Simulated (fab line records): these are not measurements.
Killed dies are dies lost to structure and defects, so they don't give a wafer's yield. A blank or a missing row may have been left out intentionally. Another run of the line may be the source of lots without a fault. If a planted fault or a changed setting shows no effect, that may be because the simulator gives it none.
Chamber matching	flow n5-finfet	N5_BEOL_M9_CURE_71 on uv-cure-03 has 3 sister chambers
The step cures SiCOH lowk, time 240 s. 22 wafers are shown with their chamber, then 11 later ones without.

== EACH WAFER AND ITS CHAMBER ==
wafer	chamber	wafer_temp_C_max	lamp-power-pct (%)
L076.1	2	387.6	52.31
L076.5	2	387.2	52.36
L076.6	2	388.1	52.38
L079.3	1	386.1	52.34
L079.4	1	386.2	52.30
L079.6	1	386.5	52.34
L078.2	0	386.7	52.35
L078.5	0	386.6	52.32
L078.6	0	386.7	52.33
L080.1	1	387.1	52.32
L080.2	1	386.9	52.35
L080.6	1	386.5	52.25
L081.1	0	386.7	52.37
L081.3	0	386.5	52.24
L081.6	0	386.1	52.37
L084.1	0	386.8	52.31
L084.2	0	386.3	52.42
L084.5	0	387.0	52.38
L086.1	1	386.6	52.37
L086.4	1	386.9	52.28
L086.5	1	387.0	52.41
L089.1	2	387.7	52.35

SIGNATURES, as means of the wafers listed above
reading	chamber 0	chamber 1	chamber 2	scatter within a chamber
wafer_temp_C_max	386.600	386.644	387.650	0.324
lamp-power-pct	52.3433	52.3289	52.3500	0.0472
Rule: for each reading, subtract the chamber's mean from the wafer's reading, divide by that reading's scatter and square the result; add these up over the readings and take the root, which gives the wafer's distance from the chamber. The wafer belongs to the nearest chamber; if the next one is less than 2 further off, it can't be placed. The scatter: the root of (the sum of the squares of (reading less its chamber's mean) over the shown wafers, divided by (wafers less chambers)).

== WAFERS WITHOUT THEIR CHAMBER ==
wafer	wafer_temp_C_max	lamp-power-pct (%)
L089.2	387.7	52.32
L089.5	388.5	52.29
L089.3	388.1	52.26
L089.4	388.3	52.37
L089.6	388.4	52.24
L094.1	386.1	52.35
L094.2	386.4	52.29
L094.4	386.0	52.31
L095.2	386.3	52.24
L095.5	386.2	52.34
L095.6	386.6	52.32

== WHICH CHAMBER EACH ONE RAN IN ==
wafer	from the rows above	in truth
L089.2	2	2
L089.5	2	2
L089.3	2	2
L089.4	2	2
L089.6	2	2
L094.1	can't be placed: 0 or 1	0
L094.2	can't be placed: 1 or 0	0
L094.4	can't be placed: 0 or 1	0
L095.2	can't be placed: 1 or 0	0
L095.5	can't be placed: 0 or 1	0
L095.6	can't be placed: 1 or 0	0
Correct placement for 5 of the 11. These rows do not allow placing 6 (true chamber among the candidates in 6). Number placed wrongly: 0.
